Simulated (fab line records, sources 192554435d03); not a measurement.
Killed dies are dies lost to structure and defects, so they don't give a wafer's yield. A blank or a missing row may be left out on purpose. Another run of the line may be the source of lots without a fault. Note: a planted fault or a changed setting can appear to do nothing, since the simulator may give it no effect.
Struck lot and sound lot, side by side + flow n5_finfet + 15 out of 1938 route steps
Sound: the wafers L814.1, L814.2, L814.4. Struck: wafers L806.2, L806.3. The cause is given at the end.
Order at every step that has rows: each side's tool, ch and its chambers, its first start. Under that, the readings that differ: sound wafers + struck wafers + difference of the means + sigmas: that difference in standard deviations of wafers without a fault.
alike: same words and numbers on both sides, and readings whose means sit less than 2 such deviations apart. not compared: any withheld reading, any reading some wafer has no value for, any bound like >300 that may hide the same value, and any number with overlapping values for which the record gives no deviation.
A row with sigmas, a row that says differs or no value, or rows on one side alone: a step with any of these is where the two part. Numbers that have no deviation but don't overlap get no sigmas and don't part them. A reading missing from all wafers of one side parts the sides only when that side holds two or more wafers.

N5_BEOL_M9_STRIP_80: strips in N2/H2, time 10 s.
  sound on rie_diel-02 ch 0,2,3; struck on rie_diel-06 ch 1,2
| reading                | sound       | struck | difference | sigmas |
|------------------------|-------------|--------|------------|--------|
| rf_hours_counter_h (h) | 196 156 222 | 11 61  | -155       |        |
  alike: drypump_motor_current_A, oes_product_au, rf_vpp_V, showerhead_plenum_p_Torr, throttle_valve_pct
N5_BEOL_M9_OCD_MEAS_38:
  sound on ocd-01 at day 16 06:43; struck on ocd-02 at day 15 11:01
  alike: trench_depth_nm
then, 4 steps without rows for these wafers: N5_BEOL_M9_HM_STRIP_39 (strips TiN in peroxide tin strip, target depth 25 nm, time 158 s); N5_BEOL_M9_SRD_40 (time 30 s); N5_BEOL_M9_PRECLEAN_42 (cleans in residue remover, time 60 s); N5_BEOL_M9_SRD_43 (time 30 s).
N5_BEOL_M9_CD_MEAS_35: target cd 70 nm, target cd y 40 nm.
  sound on cd_sem-01 at day 16 06:58; struck on cd_sem-01 at day 15 11:10
  alike: cd_nm
then, 1 step without rows for these wafers: N5_BEOL_M9_CURE_72 (cures SiCOH lowk, time 120 s).
N5_BEOL_M9_DEGAS_44: time 60 s.
  sound on pvd_sputter-01 at day 16 07:52; struck on pvd_sputter-01 at day 15 11:32
  alike: heater_power_w
N5_BEOL_M9_PRE_CLEAN_45: time 30 s.
  sound on pvd_sputter-01 at day 16 07:55; struck on pvd_sputter-01 at day 15 11:35
  alike: heater_power_w
N5_BEOL_M9_ALD_74: deposits TaN, target thk 2 nm, pulse time 2 s, purge time 3 s.
  sound on ald_metal-03 ch 0,1,2, day 16 07:58; struck on ald_metal-03 ch 1,2, day 15 11:53
  alike: heater_power_w
after that, 1 step had no rows for these wafers: N5_BEOL_M9_SURFACE_TREAT_79.
N5_BEOL_M9_CVD_78: deposits Co from CCTBA/H2, target thk 2 nm, time 138.9 s.
  sound on cvd_co-02 ch 0,1,2, day 16 08:33; struck on cvd_co-01 ch 0, day 15 13:52
| reading          | sound             | struck    | difference | sigmas      |
|------------------|-------------------|-----------|------------|-------------|
| run_length_s (s) | 161.9 161.8 160.4 | 75.2 75.3 | -86.1      | -99 or more |
N5_BEOL_M9_SPUTTER_48: material Cu, target thk 12 nm, time 2 s.
  sound on pvd_sputter-01 at day 16 08:43; struck on pvd_sputter-01 at day 15 14:04
  alike: cathode_dc_power_W, chuck_sensor_temp_C, substrate_temp_c, throttle_valve_pct
-- here the record skips 2 days between the struck wafers' starts before and after, leaving off in module BEOL_M9 and picking up in module PASSIVATION (first step shown: number 1936 of the route) --
N5_PASSIVATION_PROBE_49:
  sound on prober-02 at day 18 21:32; struck on prober-02 at day 18 01:58
  alike: defect_limited_yield, killed_at_M0_to_M3, killed_at_M4_up, killed_at_contacts, killed_at_front_end, killed_at_other, killed_dies, killed_open, killed_short, sort_bin_5_function, sort_bin_6_memory, sort_n_pass, sort_yield_pct

WHERE THEY PART
At N5_BEOL_M9_CVD_78 and nowhere else, as far as this record goes. Later steps at which nothing parts them and some readings are alike: N5_BEOL_M9_SPUTTER_48, N5_PASSIVATION_PROBE_49.

WHY: the cause the simulator had injected
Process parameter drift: cvd_co-01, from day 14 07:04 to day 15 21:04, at N5_BEOL_M9_CVD_78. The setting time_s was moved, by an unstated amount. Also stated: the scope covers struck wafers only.
